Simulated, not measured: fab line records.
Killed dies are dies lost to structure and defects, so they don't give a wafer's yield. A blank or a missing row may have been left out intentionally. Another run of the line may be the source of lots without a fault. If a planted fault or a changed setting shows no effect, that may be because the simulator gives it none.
Chamber matching / flow n5-finfet / 3 sister chambers for N5_BEOL_M6_CURE_75 on uv-cure-02
The step cures SiCOH lowk, time 120 s. 16 wafers are shown with their chamber, then 8 later ones without.

== WAFERS, EACH WITH ITS CHAMBER ==
wafer=L076.2; chamber=2; wafer_temp_C_max=371.3; lamp-power-pct (%)=52.38
wafer=L076.5; chamber=2; wafer_temp_C_max=371.0; lamp-power-pct (%)=52.27
wafer=L076.6; chamber=2; wafer_temp_C_max=371.3; lamp-power-pct (%)=52.34
wafer=L082.1; chamber=0; wafer_temp_C_max=371.9; lamp-power-pct (%)=52.30
wafer=L082.5; chamber=0; wafer_temp_C_max=371.1; lamp-power-pct (%)=52.24
wafer=L082.6; chamber=0; wafer_temp_C_max=371.7; lamp-power-pct (%)=52.40
wafer=L087.3; chamber=1; wafer_temp_C_max=370.9; lamp-power-pct (%)=52.37
wafer=L087.4; chamber=1; wafer_temp_C_max=371.4; lamp-power-pct (%)=52.32
wafer=L087.5; chamber=1; wafer_temp_C_max=370.7; lamp-power-pct (%)=52.29
wafer=L089.1; chamber=1; wafer_temp_C_max=371.4; lamp-power-pct (%)=52.31
wafer=L089.4; chamber=1; wafer_temp_C_max=370.3; lamp-power-pct (%)=52.32
wafer=L089.6; chamber=1; wafer_temp_C_max=370.6; lamp-power-pct (%)=52.29
wafer=L090.1; chamber=2; wafer_temp_C_max=371.2; lamp-power-pct (%)=52.29
wafer=L090.2; chamber=2; wafer_temp_C_max=370.7; lamp-power-pct (%)=52.39
wafer=L090.3; chamber=2; wafer_temp_C_max=370.9; lamp-power-pct (%)=52.39
wafer=L094.1; chamber=2; wafer_temp_C_max=370.9; lamp-power-pct (%)=52.35

SIGNATURES (means of the wafers above)
reading=wafer_temp_C_max; chamber 0=371.567; chamber 1=370.883; chamber 2=371.043; scatter within a chamber=0.356
reading=lamp-power-pct; chamber 0=52.3133; chamber 1=52.3167; chamber 2=52.3443; scatter within a chamber=0.0491
Rule: for each reading, subtract the chamber's mean from the wafer's reading, divide by that reading's scatter and square the result; add these up over the readings and take the root, which gives the wafer's distance from the chamber. The wafer belongs to the nearest chamber; if the next one is less than 2 further off, it can't be placed. The scatter is the square root of a quotient: the sum, over the shown wafers, of each reading's squared deviation from its chamber's mean, divided by wafers minus chambers.

== WAFERS WITHOUT THEIR CHAMBER ==
wafer=L094.2; wafer_temp_C_max=371.2; lamp-power-pct (%)=52.31
wafer=L094.5; wafer_temp_C_max=370.9; lamp-power-pct (%)=52.31
wafer=L096.1; wafer_temp_C_max=370.9; lamp-power-pct (%)=52.25
wafer=L096.2; wafer_temp_C_max=371.2; lamp-power-pct (%)=52.25
wafer=L096.6; wafer_temp_C_max=371.3; lamp-power-pct (%)=52.33
wafer=L095.1; wafer_temp_C_max=370.9; lamp-power-pct (%)=52.26
wafer=L095.2; wafer_temp_C_max=370.7; lamp-power-pct (%)=52.32
wafer=L095.5; wafer_temp_C_max=371.4; lamp-power-pct (%)=52.40

== EACH ONE'S CHAMBER ==
wafer=L094.2; from the rows above=can't be placed: 2 or 1 or 0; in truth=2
wafer=L094.5; from the rows above=can't be placed: 1 or 2 or 0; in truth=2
wafer=L096.1; from the rows above=can't be placed: 1 or 2 or 0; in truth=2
wafer=L096.2; from the rows above=can't be placed: 1 or 0 or 2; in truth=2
wafer=L096.6; from the rows above=can't be placed: 2 or 0 or 1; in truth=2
wafer=L095.1; from the rows above=can't be placed: 1 or 2 or 0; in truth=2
wafer=L095.2; from the rows above=can't be placed: 1 or 2 or 0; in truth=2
wafer=L095.5; from the rows above=can't be placed: 2 or 0 or 1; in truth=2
0 of 8 placed correctly. Not placeable from these rows: 8 (in 8, the candidates include the true chamber). Wrongly placed: 0.
